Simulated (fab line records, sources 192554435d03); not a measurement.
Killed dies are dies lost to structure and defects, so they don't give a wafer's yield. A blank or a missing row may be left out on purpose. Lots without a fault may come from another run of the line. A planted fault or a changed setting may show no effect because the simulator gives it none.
A struck lot beside a sound one | flow n5_finfet | 42 steps out of a route of 1938
Sound: wafers L280.3, L280.4, L280.5. Struck: wafers L289.3, L289.4. The cause comes at the end.
At each step with rows: each side's tool, then ch and its chambers, then its first start. Under that, the readings that differ: sound wafers | struck wafers | difference of the means | sigmas: that difference in standard deviations of wafers without a fault.
alike: readings whose means differ by less than 2 such deviations, and words and numbers that are the same on both sides. not compared: withheld readings, readings that some wafer has no value for, bounds like >300 that may hide the same value, and numbers for which the record gives no deviation and whose values overlap.
The two part at a step that has a row with sigmas, a row that says differs or no value, or rows on one side only. Numbers that don't overlap but have no deviation are shown without sigmas and don't part them. A reading that every wafer of one side lacks parts them only if that side has two wafers or more.

first, 6 steps without rows for these wafers: N5_MOL_CONTACT_COAG_COAT_02 (resist thk 30 nm); N5_MOL_CONTACT_COAG_EBR_04; N5_MOL_CONTACT_COAG_SOFTBAKE_03 (time 60 s); N5_MOL_CONTACT_COAG_EXPOSE_05 (exposes mask CA, defocus 0 nm); N5_MOL_CONTACT_COAG_PEB_06 (peb time 60 s); N5_MOL_CONTACT_COAG_DEVELOP_07 (develop time 30 s).
N5_MOL_CONTACT_COAG_CD_MEAS_08: target cd 28 nm.
  sound on cd_sem-01 ch 0, day 5 16:49; struck on cd_sem-03 ch 0, day 7 20:58
  alike: cd_nm
N5_MOL_CONTACT_COAG_OVL_MEAS_09:
  sound on overlay-02 ch 0, day 5 16:52; struck on overlay-02 ch 0, day 7 21:00
  alike: CA_OVL
N5_MOL_CONTACT_COAG_INSPECT_10: inspects for defects (brightfield).
  sound on defect_inspect-02, day 5 16:55; struck on defect_inspect-01, day 7 21:03
  alike: raw_defect_count
then, 1 step without rows for these wafers: N5_MOL_CONTACT_COAG_DESCUM_13 (chemistry O2, time 7 s).
N5_MOL_CONTACT_COAG_ETCH_59: etches underlayer in N2/H2, target depth 13 nm, time 10.4 s.
  sound on rie_diel-05 ch 0,1,3, day 5 17:02; struck on rie_diel-06 ch 0,2, day 7 21:07
  reading                     | sound       | struck  | difference | sigmas
  drypump_motor_current_A (A) | 5.7 6.6 5.8 | 4.6 5.5 | -1.0       | -2
  alike: etch_rf_on_time_s, oes_product_au, rf_vpp_V, showerhead_plenum_p_Torr, throttle_valve_pct
  not compared: rf_hours_counter_h
then, 1 step without rows for these wafers: N5_MOL_CONTACT_COAG_ETCH_105 (etches SiARC in CF4, target depth 15.6 nm, time 26 s).
N5_MOL_CONTACT_COAG_ETCH_106: etches SOC in N2/H2, target depth 80 nm, overetch 16 nm, time 120 s.
  sound on rie_diel-05 ch 0,1,3, day 5 17:05; struck on rie_diel-06 ch 0,2, day 7 21:10
  reading                                              | sound       | struck  | difference | sigmas
  drypump_motor_current_A (A)                          | 5.7 6.6 5.8 | 4.6 5.5 | -1.0       | -2
  model.SiARC_of_MOL_CONTACT_COAG_COAT_104.thk_nm (nm) | 6.4 6.2 6.2 | 4.4 4.8 | -1.7       |
  model.MOL_CONTACT_COAG.cd_offset_nm (nm)             | 0.2 0 -0.2  | 0.8 0.8 | +0.8       |
  alike: oes_product_au, rf_vpp_V, showerhead_plenum_p_Torr, throttle_valve_pct
  not compared: rf_hours_counter_h
then, 5 steps without rows for these wafers: N5_MOL_CONTACT_COAG_STRIP_107 (strips in N2/H2); N5_MOL_CONTACT_COAG_STRIP_108 (strips in N2/H2); N5_MOL_CONTACT_COAG_CONTACT_ETCH_14 (etches SiO2 in C4F6/O2, target depth 27.5 nm, overetch 8.5 nm, time 20 s); N5_MOL_CONTACT_COAG_STRIP_109 (strips in C4F6/O2); N5_MOL_CONTACT_COAG_ETCH_15 (etches SiNx in CH3F/O2, stops on Si:P, target depth 7 nm).
N5_MOL_CONTACT_COAG_ETCH_110: etches Si in CF4/O2, target depth 2.5 nm, time 8 s.
  sound on rie_diel-05 ch 0,1,3, day 5 17:17; struck on rie_diel-06 ch 0,2, day 7 21:22
  reading                                  | sound       | struck  | difference | sigmas
  drypump_motor_current_A (A)              | 5.7 6.6 5.8 | 4.6 5.5 | -1.0       | -2
  model.MOL_CONTACT_COAG.cd_offset_nm (nm) | 0 -0.2 -0.2 | 1 0.6   | +1         |
  alike: oes_product_au, rf_vpp_V, showerhead_plenum_p_Torr, throttle_valve_pct
  not compared: rf_hours_counter_h
then, 1 step without rows for these wafers: N5_MOL_CONTACT_COAG_STRIP_98 (strips in N2/H2).
N5_MOL_CONTACT_COAG_CD_MEAS_99: target cd 17.2 nm.
  sound on cd_sem-01, day 5 17:24; struck on cd_sem-03, day 7 21:29
  reading    | sound          | struck    | difference | sigmas
  cd_nm (nm) | 17.4 17.2 16.8 | 18.1 18.1 | +1.0       | +3
then, 2 steps without rows for these wafers: N5_MOL_CONTACT_COAG_IMPLANT_129; N5_MOL_CONTACT_COAG_PRECLEAN_111 (cleans in NF3:NH3, afs cycles 1, time 20 s, sublimation time 60 s).
N5_MOL_CONTACT_COAG_TI_SIL_19: material Ti, target thk 4.2 nm, time 15 s.
  sound on pvd_sputter-02, day 5 17:53; struck on pvd_sputter-03, day 7 22:48
  alike: throttle_valve_pct
then, 3 steps without rows for these wafers: N5_MOL_CONTACT_COAG_ALD_20 (deposits TiN, target thk 1.5 nm, pulse time 1 s, purge time 3 s); N5_MOL_CONTACT_COAG_SIL_ANNEAL_21 (time 60 s); N5_MOL_CONTACT_COAG_PRE_CLEAN_141 (time 60 s).
N5_MOL_CONTACT_COAG_SPUTTER_143: material Co, target thk 2.5 nm.
  sound on pvd_sputter-03, day 5 19:53; struck on pvd_sputter-02, day 8 00:46
  alike: throttle_valve_pct
then, 3 steps without rows for these wafers: N5_MOL_CONTACT_COAG_CO_FILL_22 (material Co, precursor CCTBA/H2, target thk 20 nm); N5_MOL_CONTACT_COAG_ANNEAL_113 (time 300 s); N5_MOL_CONTACT_COAG_PRE_CLEAN_142 (time 60 s).
N5_MOL_CONTACT_COAG_SPUTTER_130: material Co, target thk 47.5 nm.
  sound on pvd_sputter-02, day 6 01:08; struck on pvd_sputter-01, day 8 03:45
  alike: throttle_valve_pct
then, 6 steps without rows for these wafers: N5_MOL_CONTACT_COAG_PRECLEAN_125 (cleans in DIW, time 57.5 s); N5_MOL_CONTACT_COAG_SRD_126 (dry time 32 s); N5_MOL_CONTACT_COAG_CMP_23 (polishes, stops on SiO2, t overpolish 1.5 s, target thk 0 nm); N5_MOL_CONTACT_COAG_WET_ETCH_26 (target Co, target depth 13 nm); N5_MOL_CONTACT_COAG_WET_ETCH_116 (etches the open film in SC1-inhibited, target depth 4.6 nm, rinse time 30 s); N5_MOL_CONTACT_COAG_ALD_27 (deposits SiOC, target thk 17 nm, pulse time 1.5 s, time 2720 s).
N5_MOL_CONTACT_COAG_CMP_28: polishes, stops on SiNx, t overpolish 0.85 s, target thk 14.522 nm.
  sound on cmp-02 ch 0,1,2, day 6 03:47; struck on cmp-01 ch 0,2, day 8 06:19
  alike: motor_current_A, platen_rpm, time_to_endpoint_s
N5_MOL_CONTACT_COAG_THK_MEAS_29:
  sound on film_metro-02, day 6 04:01; struck on film_metro-01, day 8 06:37
  alike: MD_CAP_THK
-- the record jumps here: 5 days lie between the struck wafers' starts before and after (it left off in module MOL_CONTACT_COAG and takes up again in module BEOL_M4, whose first step shown is number 1111 of the route) --
N5_BEOL_M4_RC_MEAS_101:
  sound on prober-01 ch 0, day 8 22:28; struck on prober-02 ch 0, day 12 21:37
  reading             | sound          | struck    | difference | sigmas
  RC_DENSE_N (ohm.um) | 18.5 19.1 19.4 | 17.8 17.6 | -1.3       | -3
  RC_DENSE_P (ohm.um) | 23.0 23.8 24.0 | 22.2 22.0 | -1.5       | -2
  RC_N (ohm.um)       | 15.2 15.6 15.7 | 14.4 14.5 | -1.1       | -3
  RC_P (ohm.um)       | 18.8 19.4 19.7 | 18.1 18.1 | -1.2       | -3
  alike: DIBL_N, DIBL_P, IOFF_N, IOFF_P, ION_N, ION_P, SS_N, SS_P, VT_N, VT_P
then, 1 step without rows for these wafers: N5_PASSIVATION_PROBE_49.

WHERE THEY PART
First at N5_MOL_CONTACT_COAG_ETCH_59; last, within this record, at N5_BEOL_M4_RC_MEAS_101.

WHY: what the simulator had put in
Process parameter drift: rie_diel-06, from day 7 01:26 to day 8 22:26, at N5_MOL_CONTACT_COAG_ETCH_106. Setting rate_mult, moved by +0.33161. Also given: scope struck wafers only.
